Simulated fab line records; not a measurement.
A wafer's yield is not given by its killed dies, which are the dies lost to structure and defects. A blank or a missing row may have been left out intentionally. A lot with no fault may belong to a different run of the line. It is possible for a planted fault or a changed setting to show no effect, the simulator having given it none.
Chamber matching ; flow n5_finfet ; 4 sister chambers for N5_BEOL_M9_DESCUM_16 on rie_diel-01
The step chemistry O2, time 7.9 s. 18 wafers are shown with their chamber, then 9 later ones without.

== EACH WAFER AND ITS CHAMBER ==
wafer;chamber;drypump_motor_current_A (A);showerhead_plenum_p_Torr (Torr);throttle_valve_pct (%)
L077.1;2;5.2;2.02;20.36
L077.2;1;5.8;2.03;20.11
L077.3;0;5.0;2.06;20.05
L081.3;3;5.6;2.16;20.21
L081.4;1;5.8;2.02;20.12
L081.5;1;5.8;2.02;20.11
L082.2;1;5.8;2.02;20.12
L082.3;0;5.0;2.06;20.07
L082.6;3;5.6;2.17;20.19
L089.1;3;5.6;2.16;20.24
L089.4;0;5.0;2.05;20.08
L089.6;2;5.2;2.01;20.41
L091.2;3;5.6;2.16;20.24
L091.5;0;4.9;2.05;20.08
L091.6;1;5.8;2.02;20.16
L093.1;1;5.8;2.01;20.16
L093.2;0;5.0;2.05;20.09
L093.6;1;5.7;2.02;20.17

SIGNATURES (averages over the wafers above)
reading;chamber 0;chamber 1;chamber 2;chamber 3;scatter within a chamber
drypump_motor_current_A;4.980;5.786;5.200;5.600;0.0344
showerhead_plenum_p_Torr;2.0540;2.0200;2.0150;2.1625;0.00564
throttle_valve_pct;20.0740;20.1357;20.3850;20.2200;0.0241
Rule: a wafer lies at a distance from a chamber equal to the root of the sum of squares, over the readings, of (its reading less the chamber's mean, divided by the reading's scatter). The wafer belongs to the nearest chamber; if the next one is less than 2 further off, it can't be placed. How the scatter is found: for the shown wafers, subtract from each reading the mean of its chamber, square and add these, divide the total by (wafers less chambers), then take the root.

== WAFERS WITHOUT THEIR CHAMBER ==
wafer;drypump_motor_current_A (A);showerhead_plenum_p_Torr (Torr);throttle_valve_pct (%)
L094.1;5.6;2.16;20.25
L094.4;5.8;2.01;20.15
L094.5;5.2;2.01;20.41
L095.1;5.2;2.01;20.42
L095.3;5.6;2.15;20.24
L095.4;5.0;2.05;20.10
L097.2;5.0;2.05;20.11
L097.3;5.8;2.01;20.16
L097.5;5.2;2.00;20.43

== THE CHAMBER EACH PASSED THROUGH ==
wafer;from the rows above;in truth
L094.1;3;3
L094.4;1;1
L094.5;2;2
L095.1;2;2
L095.3;3;3
L095.4;0;0
L097.2;0;0
L097.3;1;1
L097.5;2;2
Placed correctly: 9 of 9. Left unplaced by these rows: 0. Placed wrongly: 0.
